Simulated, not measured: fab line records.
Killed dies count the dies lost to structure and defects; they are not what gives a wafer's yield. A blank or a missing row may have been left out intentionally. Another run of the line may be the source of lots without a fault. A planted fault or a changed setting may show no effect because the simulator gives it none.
Chamber matching / flow n5_finfet / uv_cure-03 running N5_BEOL_M8_CURE_74: 3 sister chambers
The step cures SiCOH lowk, time 240 s. 6 wafers are shown with their chamber, then 11 later ones without.

== WAFERS WITH THEIR CHAMBER ==
wafer=L082.6; chamber=0; wafer_temp_C_max=387.3; lamp_power_pct (%)=52.40
wafer=L081.3; chamber=1; wafer_temp_C_max=386.4; lamp_power_pct (%)=52.26
wafer=L081.6; chamber=1; wafer_temp_C_max=386.3; lamp_power_pct (%)=52.23
wafer=L083.4; chamber=2; wafer_temp_C_max=387.1; lamp_power_pct (%)=52.37
wafer=L083.5; chamber=2; wafer_temp_C_max=387.5; lamp_power_pct (%)=52.26
wafer=L084.1; chamber=0; wafer_temp_C_max=386.1; lamp_power_pct (%)=52.29

== WAFERS MISSING THEIR CHAMBER ==
wafer=L084.2; wafer_temp_C_max=386.1; lamp_power_pct (%)=52.33
wafer=L084.4; wafer_temp_C_max=385.9; lamp_power_pct (%)=52.36
wafer=L086.2; wafer_temp_C_max=386.0; lamp_power_pct (%)=52.34
wafer=L086.3; wafer_temp_C_max=386.4; lamp_power_pct (%)=52.37
wafer=L086.4; wafer_temp_C_max=386.0; lamp_power_pct (%)=52.34
wafer=L094.1; wafer_temp_C_max=386.9; lamp_power_pct (%)=52.37
wafer=L094.2; wafer_temp_C_max=387.3; lamp_power_pct (%)=52.29
wafer=L094.3; wafer_temp_C_max=387.1; lamp_power_pct (%)=52.32
wafer=L094.4; wafer_temp_C_max=386.4; lamp_power_pct (%)=52.37
wafer=L094.5; wafer_temp_C_max=387.0; lamp_power_pct (%)=52.32
wafer=L094.6; wafer_temp_C_max=387.1; lamp_power_pct (%)=52.35

== WHICH CHAMBER EACH WENT THROUGH ==
wafer=L084.2; from the rows above=can't be placed: 0 or 1 or 2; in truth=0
wafer=L084.4; from the rows above=can't be placed: 0 or 1 or 2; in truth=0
wafer=L086.2; from the rows above=can't be placed: 0 or 1 or 2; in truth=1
wafer=L086.3; from the rows above=can't be placed: 0 or 2 or 1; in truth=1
wafer=L086.4; from the rows above=can't be placed: 0 or 1 or 2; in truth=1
wafer=L094.1; from the rows above=can't be placed: 0 or 2 or 1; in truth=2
wafer=L094.2; from the rows above=can't be placed: 2 or 0 or 1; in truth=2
wafer=L094.3; from the rows above=can't be placed: 2 or 0 or 1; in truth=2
wafer=L094.4; from the rows above=can't be placed: 0 or 2 or 1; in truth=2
wafer=L094.5; from the rows above=can't be placed: 2 or 0 or 1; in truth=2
wafer=L094.6; from the rows above=can't be placed: 2 or 0 or 1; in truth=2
Placed correctly: 0 of 11. From these rows, 11 cannot be placed; in 11 the true chamber is one of the candidates. 0 placed wrongly.
How it was worked out, from the rows above alone: a wafer's distance from a chamber is the root of the sum, over the readings, of the square of ((its reading less the chamber's mean) divided by the reading's scatter). The wafer belongs to the nearest chamber; if the next one is less than 2 further off, it can't be placed. The mean given for a chamber averages the wafers shown for that chamber. The scatter: the root of (the sum of the squares of (reading less its chamber's mean) over the shown wafers, divided by (wafers less chambers)).
